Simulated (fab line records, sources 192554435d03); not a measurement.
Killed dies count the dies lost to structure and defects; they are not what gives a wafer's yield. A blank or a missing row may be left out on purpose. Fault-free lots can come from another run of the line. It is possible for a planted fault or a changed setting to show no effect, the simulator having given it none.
Matching of chambers || flow n5-finfet || 3 sister chambers for N5_BEOL_M6_ILD_DEP_00 on pecvd-02
The step deposits SiCOH lowk from DEMS/porogen, target thk 179.75 nm, time 33.4 s. 24 wafers are shown with their chamber, then 12 later ones without.

## WAFERS WITH THEIR CHAMBER
{"wafer": "L075.1", "chamber": 0, "throttle-valve-pct (%)": 14.3, "showerhead-vpp-V (V)": 1370, "heater-power-w (W)": 256}
{"wafer": "L075.2", "chamber": 2, "throttle-valve-pct (%)": 13.6, "showerhead-vpp-V (V)": 1375, "heater-power-w (W)": 342}
{"wafer": "L075.6", "chamber": 2, "throttle-valve-pct (%)": 13.3, "showerhead-vpp-V (V)": 1372, "heater-power-w (W)": 349}
{"wafer": "L076.3", "chamber": 0, "throttle-valve-pct (%)": 14.2, "showerhead-vpp-V (V)": 1359, "heater-power-w (W)": 271}
{"wafer": "L076.4", "chamber": 2, "throttle-valve-pct (%)": 13.1, "showerhead-vpp-V (V)": 1375, "heater-power-w (W)": 341}
{"wafer": "L076.5", "chamber": 0, "throttle-valve-pct (%)": 14.3, "showerhead-vpp-V (V)": 1398, "heater-power-w (W)": 280}
{"wafer": "L079.3", "chamber": 0, "throttle-valve-pct (%)": 14.3, "showerhead-vpp-V (V)": 1380, "heater-power-w (W)": 261}
{"wafer": "L079.4", "chamber": 1, "throttle-valve-pct (%)": 13.7, "showerhead-vpp-V (V)": 1351, "heater-power-w (W)": 238}
{"wafer": "L079.6", "chamber": 1, "throttle-valve-pct (%)": 13.8, "showerhead-vpp-V (V)": 1332, "heater-power-w (W)": 249}
{"wafer": "L081.1", "chamber": 2, "throttle-valve-pct (%)": 13.6, "showerhead-vpp-V (V)": 1392, "heater-power-w (W)": 368}
{"wafer": "L081.3", "chamber": 0, "throttle-valve-pct (%)": 14.2, "showerhead-vpp-V (V)": 1372, "heater-power-w (W)": 303}
{"wafer": "L081.5", "chamber": 0, "throttle-valve-pct (%)": 14.5, "showerhead-vpp-V (V)": 1370, "heater-power-w (W)": 320}
{"wafer": "L085.3", "chamber": 2, "throttle-valve-pct (%)": 13.5, "showerhead-vpp-V (V)": 1392, "heater-power-w (W)": 350}
{"wafer": "L085.4", "chamber": 0, "throttle-valve-pct (%)": 14.4, "showerhead-vpp-V (V)": 1388, "heater-power-w (W)": 278}
{"wafer": "L085.6", "chamber": 1, "throttle-valve-pct (%)": 13.7, "showerhead-vpp-V (V)": 1352, "heater-power-w (W)": 274}
{"wafer": "L086.1", "chamber": 0, "throttle-valve-pct (%)": 14.4, "showerhead-vpp-V (V)": 1387, "heater-power-w (W)": 303}
{"wafer": "L086.4", "chamber": 0, "throttle-valve-pct (%)": 14.8, "showerhead-vpp-V (V)": 1348, "heater-power-w (W)": 307}
{"wafer": "L086.5", "chamber": 2, "throttle-valve-pct (%)": 13.5, "showerhead-vpp-V (V)": 1362, "heater-power-w (W)": 307}
{"wafer": "L090.2", "chamber": 2, "throttle-valve-pct (%)": 13.5, "showerhead-vpp-V (V)": 1398, "heater-power-w (W)": 351}
{"wafer": "L090.4", "chamber": 0, "throttle-valve-pct (%)": 14.6, "showerhead-vpp-V (V)": 1379, "heater-power-w (W)": 276}
{"wafer": "L090.6", "chamber": 1, "throttle-valve-pct (%)": 13.6, "showerhead-vpp-V (V)": 1320, "heater-power-w (W)": 292}
{"wafer": "L091.1", "chamber": 1, "throttle-valve-pct (%)": 13.1, "showerhead-vpp-V (V)": 1341, "heater-power-w (W)": 306}
{"wafer": "L091.3", "chamber": 0, "throttle-valve-pct (%)": 14.3, "showerhead-vpp-V (V)": 1381, "heater-power-w (W)": 315}
{"wafer": "L091.6", "chamber": 0, "throttle-valve-pct (%)": 14.4, "showerhead-vpp-V (V)": 1367, "heater-power-w (W)": 248}

SIGNATURES (means of the wafers above)
{"reading": "throttle-valve-pct", "chamber 0": 14.392, "chamber 1": 13.580, "chamber 2": 13.443, "scatter within a chamber": 0.199}
{"reading": "showerhead-vpp-V", "chamber 0": 1374.92, "chamber 1": 1339.20, "chamber 2": 1380.86, "scatter within a chamber": 13.4}
{"reading": "heater-power-w", "chamber 0": 284.83, "chamber 1": 271.80, "chamber 2": 344.00, "scatter within a chamber": 23.6}
Rule: for a wafer and a chamber, the distance is found by dividing, reading by reading, the gap between the wafer's reading and the chamber's mean by the reading's scatter, squaring, summing and taking the root. If the next closest chamber is less than 2 further off than the closest, the wafer can't be placed; otherwise it belongs to the closest. The scatter is the square root of a quotient: the sum, over the shown wafers, of each reading's squared deviation from its chamber's mean, divided by wafers minus chambers.

## WAFERS WITH NO CHAMBER GIVEN
{"wafer": "L093.1", "throttle-valve-pct (%)": 13.4, "showerhead-vpp-V (V)": 1335, "heater-power-w (W)": 297}
{"wafer": "L093.2", "throttle-valve-pct (%)": 14.3, "showerhead-vpp-V (V)": 1388, "heater-power-w (W)": 242}
{"wafer": "L093.5", "throttle-valve-pct (%)": 13.5, "showerhead-vpp-V (V)": 1356, "heater-power-w (W)": 299}
{"wafer": "L094.1", "throttle-valve-pct (%)": 14.2, "showerhead-vpp-V (V)": 1374, "heater-power-w (W)": 275}
{"wafer": "L094.2", "throttle-valve-pct (%)": 13.4, "showerhead-vpp-V (V)": 1356, "heater-power-w (W)": 309}
{"wafer": "L094.6", "throttle-valve-pct (%)": 13.5, "showerhead-vpp-V (V)": 1377, "heater-power-w (W)": 352}
{"wafer": "L095.1", "throttle-valve-pct (%)": 13.5, "showerhead-vpp-V (V)": 1353, "heater-power-w (W)": 306}
{"wafer": "L095.3", "throttle-valve-pct (%)": 13.4, "showerhead-vpp-V (V)": 1382, "heater-power-w (W)": 312}
{"wafer": "L095.5", "throttle-valve-pct (%)": 14.3, "showerhead-vpp-V (V)": 1397, "heater-power-w (W)": 276}
{"wafer": "L097.2", "throttle-valve-pct (%)": 13.5, "showerhead-vpp-V (V)": 1353, "heater-power-w (W)": 302}
{"wafer": "L097.4", "throttle-valve-pct (%)": 13.5, "showerhead-vpp-V (V)": 1383, "heater-power-w (W)": 314}
{"wafer": "L097.6", "throttle-valve-pct (%)": 13.6, "showerhead-vpp-V (V)": 1342, "heater-power-w (W)": 302}

## THE CHAMBER EACH PASSED THROUGH
{"wafer": "L093.1", "from the rows above": 1, "in truth": 1}
{"wafer": "L093.2", "from the rows above": 0, "in truth": 0}
{"wafer": "L093.5", "from the rows above": "can't be placed: 1 or 2", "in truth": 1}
{"wafer": "L094.1", "from the rows above": 0, "in truth": 0}
{"wafer": "L094.2", "from the rows above": "can't be placed: 1 or 2", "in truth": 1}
{"wafer": "L094.6", "from the rows above": 2, "in truth": 2}
{"wafer": "L095.1", "from the rows above": "can't be placed: 1 or 2", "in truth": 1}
{"wafer": "L095.3", "from the rows above": 2, "in truth": 2}
{"wafer": "L095.5", "from the rows above": 0, "in truth": 0}
{"wafer": "L097.2", "from the rows above": "can't be placed: 1 or 2", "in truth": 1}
{"wafer": "L097.4", "from the rows above": 2, "in truth": 2}
{"wafer": "L097.6", "from the rows above": 1, "in truth": 1}
Correctly placed: 8 of 12. Cannot be placed on the basis of these rows: 4; the candidates contain the true chamber in 4. Placed wrongly: 0.
